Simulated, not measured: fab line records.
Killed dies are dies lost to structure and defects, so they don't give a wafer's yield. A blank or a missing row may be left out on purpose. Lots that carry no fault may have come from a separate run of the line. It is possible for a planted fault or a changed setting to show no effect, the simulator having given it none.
What tool caused it? | flow n5Finfet | 19 lots with 57 wafers sampled at 3 steps, on a route of 1938 steps

## WHAT EACH GAUGE READ, for each wafer
N5_BEOL_M0_SAQP_CD_MEAS_25 targets a cd of 13.1 nm. Usual: cdNm reads 12.84 nm (standard deviation 0.22).
lot  | measured     | on       | cdNm (nm)         | flag
L074 | day 5 22:05  | cdSem-01 | 12.67 12.63 12.46 | 
L075 | day 5 22:32  | cdSem-02 | 12.53 12.50 12.73 | 
L076 | day 6 04:56  | cdSem-02 | 12.96 12.43 12.93 | 
L077 | day 6 13:09  | cdSem-02 | 12.94 12.97 12.38 | 
L078 | day 6 13:55  | cdSem-02 | 12.78 13.08 12.66 | 
L079 | day 6 20:23  | cdSem-02 | 12.59 12.71 12.91 | 
L080 | day 7 01:13  | cdSem-02 | 13.10 12.53 12.76 | 
L081 | day 7 08:40  | cdSem-03 | 13.20 12.94 12.66 | 
L083 | day 7 19:38  | cdSem-02 | 12.87 12.52 13.07 | 
L085 | day 8 15:35  | cdSem-01 | 13.10 12.89 12.82 | 
L086 | day 8 21:55  | cdSem-01 | 13.02 12.80 13.06 | 
L087 | day 8 22:27  | cdSem-01 | 12.70 13.06 12.65 | 
L089 | day 9 11:26  | cdSem-01 | 12.96 13.07 12.95 | 
L091 | day 9 18:53  | cdSem-02 | 12.46 12.75 12.74 | 
L093 | day 10 10:08 | cdSem-03 | 12.99 12.49 12.89 | 
L094 | day 10 16:44 | cdSem-01 | 12.94 13.16 12.77 | 
L095 | day 10 22:28 | cdSem-01 | 12.88 12.56 12.78 | 
L096 | day 11 01:44 | cdSem-02 | 12.99 12.97 13.23 | 
L097 | day 11 09:45 | cdSem-01 | 12.73 13.02 12.89 | 

## EACH LOT AND THE TOOL THAT RAN IT (in order: tool; ch and the chambers of the sampled wafers; start)
lot  | N5_BEOL_M0_SAQP_DESCUM_19         | N5_BEOL_M0_SAQP_RECESS_114
L074 | rieDiel-02 ch 0,3, day 5 20:28    | vaporEtch-02 ch 0,1, day 5 21:02
L075 | rieDiel-05 ch 0,2,3, day 5 20:38  | vaporEtch-01 ch 0,1, day 5 21:11
L076 | rieDiel-05 ch 0,1,2, day 6 02:19  | vaporEtch-02 ch 0,1, day 6 02:49
L077 | rieDiel-06 ch 0,1, day 6 11:22    | vaporEtch-02 ch 0,1, day 6 12:02
L078 | rieDiel-06 ch 0,1,2, day 6 12:08  | vaporEtch-02 ch 0,1, day 6 12:44
L079 | rieDiel-05 ch 2,3, day 6 18:24    | vaporEtch-02 ch 0,1, day 6 19:10
L080 | rieDiel-06 ch 0,1,3, day 6 23:28  | vaporEtch-02 ch 1, day 7 00:01
L081 | rieDiel-06 ch 0,2,3, day 7 07:05  | vaporEtch-01 ch 0,1, day 7 07:36
L083 | rieDiel-05 ch 1,3, day 7 17:41    | vaporEtch-01 ch 0,1, day 7 18:11
L085 | rieDiel-05 ch 0,1,3, day 8 13:52  | vaporEtch-01 ch 0,1, day 8 14:37
L086 | rieDiel-02 ch 0,1,2, day 8 18:42  | vaporEtch-02 ch 0,1, day 8 19:19
L087 | rieDiel-02 ch 0,1, day 8 20:28    | vaporEtch-02 ch 0, day 8 20:59
L089 | rieDiel-05 ch 2,3, day 9 07:54    | vaporEtch-02 ch 0, day 9 08:24
L091 | rieDiel-02 ch 2,3, day 9 17:20    | vaporEtch-02 ch 0,1, day 9 17:50
L093 | rieDiel-02 ch 2,3, day 10 08:14   | vaporEtch-01 ch 0,1, day 10 09:02
L094 | rieDiel-06 ch 0,2,3, day 10 15:08 | vaporEtch-01 ch 0,1, day 10 15:39
L095 | rieDiel-06 ch 2,3, day 10 20:55   | vaporEtch-01 ch 0,1, day 10 21:25
L096 | rieDiel-02 ch 0,3, day 11 00:10   | vaporEtch-01 ch 0,1, day 11 00:41
L097 | rieDiel-06 ch 0,1,2, day 11 08:04 | vaporEtch-02 ch 0,1, day 11 08:35
- N5_BEOL_M0_SAQP_DESCUM_19: chemistry O2, time 7.9 s.
- N5_BEOL_M0_SAQP_RECESS_114: chemistry HF/NH3, target SiO2, target depth 14.4 nm, afs cycles 3, sublimation time 60 s.

## WHAT THE TOOLS THEMSELVES READ (means of the sampled wafers that have a number; where no wafer has one, the mark that the record gives instead)
N5_BEOL_M0_SAQP_DESCUM_19. Usual: biasPowerW 20.00 W (standard deviation 0.06); drypumpMotorCurrentA 5.9 A (standard deviation 0.34); oesProductAu 0.79 a.u. (standard deviation 0.073); rfVppV 242.7 V (standard deviation 1.5); showerheadPlenumPTorr 2.07 Torr (standard deviation 0.081); tempC 40.01 C (standard deviation 0.11); throttleValvePct 20.4 % (standard deviation 0.34).
lot  | tool       | biasPowerW (W) | drypumpMotorCurrentA (A) | oesProductAu (a.u.) | rfVppV (V) | showerheadPlenumPTorr (Torr) | tempC (C) | throttleValvePct (%) | flag
L074 | rieDiel-02 | 19.99          | 5.9                      | 0.83                | 242.6      | 2.04                         | 40.02     | 20.2                 | 
L075 | rieDiel-05 | 20.01          | 5.8                      | 0.83                | 243.3      | 2.05                         | 40.09     | 20.2                 | 
L076 | rieDiel-05 | 20.02          | 5.7                      | 0.80                | 241.3      | 2.00                         | 40.00     | 20.4                 | 
L077 | rieDiel-06 | 20.06          | 6.1                      | 0.85                | 243.2      | 2.09                         | 39.94     | 20.6                 | 
L078 | rieDiel-06 | 20.06          | 5.9                      | 0.81                | 243.1      | 2.10                         | 40.12     | 20.4                 | 
L079 | rieDiel-05 | 20.05          | 6.0                      | 0.77                | 242.0      | 2.01                         | 39.97     | 20.2                 | 
L080 | rieDiel-06 | 20.03          | 6.1                      | 0.87                | 242.4      | 2.07                         | 40.04     | 20.4                 | 
L081 | rieDiel-06 | 19.98          | 6.1                      | 0.87                | 243.0      | 2.13                         | 40.07     | 20.2                 | 
L083 | rieDiel-05 | 19.99          | 5.8                      | 0.76                | 242.9      | 2.12                         | 40.04     | 20.8                 | 
L085 | rieDiel-05 | 19.99          | 5.6                      | 0.79                | 242.4      | 2.08                         | 39.88     | 20.7                 | 
L086 | rieDiel-02 | 20.05          | 5.6                      | 0.76                | 242.4      | 2.10                         | 39.93     | 20.5                 | 
L087 | rieDiel-02 | 19.98          | 5.8                      | 0.70                | 242.1      | 2.04                         | 40.03     | 20.6                 | 
L089 | rieDiel-05 | 19.99          | 6.0                      | 0.76                | 242.5      | 2.00                         | 40.06     | 20.2                 | 
L091 | rieDiel-02 | 20.10          | 6.0                      | 0.83                | 243.2      | 2.07                         | 39.92     | 20.2                 | 
L093 | rieDiel-02 | 20.02          | 6.0                      | 0.82                | 243.4      | 2.06                         | 40.12     | 20.2                 | 
L094 | rieDiel-06 | 20.05          | 6.1                      | 0.84                | 242.6      | 2.12                         | 40.00     | 20.2                 | 
L095 | rieDiel-06 | 20.02          | 5.9                      | 0.80                | 243.6      | 2.13                         | 39.94     | 20.1                 | 
L096 | rieDiel-02 | 19.97          | 5.9                      | 0.80                | 242.2      | 2.03                         | 40.04     | 20.2                 | 
L097 | rieDiel-06 | 20.08          | 5.9                      | 0.77                | 242.4      | 2.09                         | 39.89     | 20.5                 | 

N5_BEOL_M0_SAQP_RECESS_114. Usual: drypumpMotorCurrentA 6.0 A, standard deviation 0.61; forelinePTorr 0.1280 Torr, standard deviation 0.00052; tempC 30.01 C, standard deviation 0.11.
lot  | tool         | drypumpMotorCurrentA (A) | forelinePTorr (Torr) | tempC (C) | flag
L074 | vaporEtch-02 | 6.3                      | 0.1281               | 30.09     | 
L075 | vaporEtch-01 | 6.0                      | 0.1285               | 30.04     | 
L076 | vaporEtch-02 | 6.3                      | 0.1279               | 30.01     | 
L077 | vaporEtch-02 | 6.0                      | 0.1280               | 30.00     | 
L078 | vaporEtch-02 | 6.0                      | 0.1284               | 30.18     | 
L079 | vaporEtch-02 | 6.0                      | 0.1279               | 30.02     | 
L080 | vaporEtch-02 | 5.6                      | 0.1280               | 30.08     | 
L081 | vaporEtch-01 | 6.0                      | 0.1285               | 29.92     | 
L083 | vaporEtch-01 | 6.0                      | 0.1283               | 30.04     | 
L085 | vaporEtch-01 | 5.5                      | 0.1288               | 29.99     | 
L086 | vaporEtch-02 | 6.3                      | 0.1282               | 29.97     | 
L087 | vaporEtch-02 | 6.6                      | 0.1277               | 29.90     | 
L089 | vaporEtch-02 | 6.7                      | 0.1282               | 29.98     | 
L091 | vaporEtch-02 | 6.3                      | 0.1282               | 30.07     | 
L093 | vaporEtch-01 | 5.6                      | 0.1284               | 29.97     | 
L094 | vaporEtch-01 | 6.0                      | 0.1278               | 30.06     | 
L095 | vaporEtch-01 | 6.0                      | 0.1280               | 30.05     | 
L096 | vaporEtch-01 | 6.0                      | 0.1274               | 30.05     | 
L097 | vaporEtch-02 | 6.3                      | 0.1283               | 30.00     | 

## THE ANSWER, worked out from the rows above alone
Rule: a lot counts as off when the mean over its wafers that have a number is more than 3 standard deviations away from the usual mean. Also off: a lot with no number at a reading for which 4 or more lots have one. Where the step has rows for the other lots, those lots are counted as sound. After the gauges, taken in route order, come the tools' own readings; for these a lot's mean is taken, as printed above. At the first step where some lot is off, the reading lying furthest off is the one used; lots without a number count as furthest.
Nothing can be told from this: no lot is off at any reading shown.

## WHAT THE SIMULATOR PUT IN
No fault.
